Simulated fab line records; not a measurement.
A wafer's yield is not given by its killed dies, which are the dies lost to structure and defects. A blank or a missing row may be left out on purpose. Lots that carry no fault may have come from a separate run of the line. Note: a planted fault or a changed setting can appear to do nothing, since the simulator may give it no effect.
Split-lot trial    flow n5Finfet    route with 1938 steps; 7 lots, 21 wafers read

== THE SPLIT ==
At N5_PASSIVATION_ETCH_54 (etches SiO2 in CHF3/O2, target depth 880 nm, time 440 s), the setting timeS was moved away from the recipe's 440 s on 5 of the 21 wafers read, by -9.8% to +19.7%. For the rest of the wafers, this setting stayed at what the recipe calls for.

The reading comes from the split's own step.

== THE READING ==
etch.depthNm (the simulator's own value, which no gauge read), in nm, at N5_PASSIVATION_ETCH_54 (etches SiO2 in CHF3/O2, target depth 880 nm, time 440 s). No usual value for it is given in the file. Across the 16 wafers here that went through the recipe, the average is 885.9 nm and the standard deviation 16 nm.

wafer   tool, chamber at the split  timeS as run, s  against the recipe  etch.depthNm, nm  against lot-mates on the recipe
L081.2  rieDiel-05, 0               440              recipe              862               -
L081.5  rieDiel-05, 1               440              recipe              861.1             -
L081.6  rieDiel-05, 0               396.8            -9.8%               778.8             -82.8
L085.1  rieDiel-01, 3               440              recipe              900.2             -
L085.2  rieDiel-01, 1               465.8            +5.9%               942.5             +42.3
L085.6  rieDiel-01, 2               465.8            +5.9%               951.6             +51.4
L083.2  rieDiel-01, 3               440              recipe              903.2             -
L083.4  rieDiel-01, 2               474.1            +7.8%               964.2             +65.5
L083.5  rieDiel-01, 1               440              recipe              894.2             -
L089.3  rieDiel-03, 0               440              recipe              878.7             -
L089.5  rieDiel-03, 0               440              recipe              875.5             -
L089.6  rieDiel-03, 1               440              recipe              882.2             -
L086.3  rieDiel-03, 2               440              recipe              855.3             -
L086.5  rieDiel-03, 0               440              recipe              879.3             -
L086.6  rieDiel-03, 3               440              recipe              904.9             -
L090.2  rieDiel-01, 1               440              recipe              889.8             -
L090.4  rieDiel-01, 2               440              recipe              892.5             -
L090.6  rieDiel-01, 3               526.8            +19.7%              1059              +167.9
L096.2  rieDiel-01, 1               440              recipe              898.1             -
L096.3  rieDiel-01, 3               440              recipe              906.3             -
L096.5  rieDiel-01, 1               440              recipe              891               -

FIT RESULTS
A straight line over all 21 wafers: etch.depthNm changes by +9.45 nm for each +1% of timeS; r = +0.96; the points scatter about the line by 15 nm.
The same after taking each lot's own level away (the mean of its wafers on the recipe; 21 wafers): +8.44 nm for each +1%; r = +0.98; scatter 8.8 nm.
That fit puts the effect of the largest move of timeS on the reading at 1.7e+02 nm.
From 861.55 to 900.20 nm: that is the span of the lots' own levels, equal to 2.5 times the standard deviation above.
Hence the slope depends on the lot-to-lot level, as the two fits are not the same.
Check: for one of the wafers moved furthest among these (+19.7%), held out of the fit, the line's prediction against its lot-mates is +164 nm. It came out at +168 nm against them.

== FURTHER SPLITS ON THESE WAFERS ==
These wafers also went through other splits before the reading. Each is held against what the fit with the lots' levels taken away leaves over:
other split on the same wafers  wafers away from the commonest value  r with etch.depthNm (lot level and that fit taken away)
N5_BEOL_M15_ILD_DEP_00 timeS    9                                     -0.04

== THE WHOLE CHAIN: every reading that the file lists as answering this split, in the file's order ==
step                    what it does                                             reading                                                                      change (the file's fit)               r (the file's)
N5_PASSIVATION_ETCH_54  etches SiO2 in CHF3/O2, target depth 880 nm, time 440 s  PASSIVATION.featureDepthNm (the simulator's own value, which no gauge read)  +8.44 nm for each +1% of the setting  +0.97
N5_PASSIVATION_ETCH_54  etches SiO2 in CHF3/O2, target depth 880 nm, time 440 s  etch.depthNm (the simulator's own value, which no gauge read)                +8.44 nm for each +1% of the setting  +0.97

== FILE'S OWN FIT ==
etch.depthNm changes by +8.44 nm for each +1% of timeS, r = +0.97.
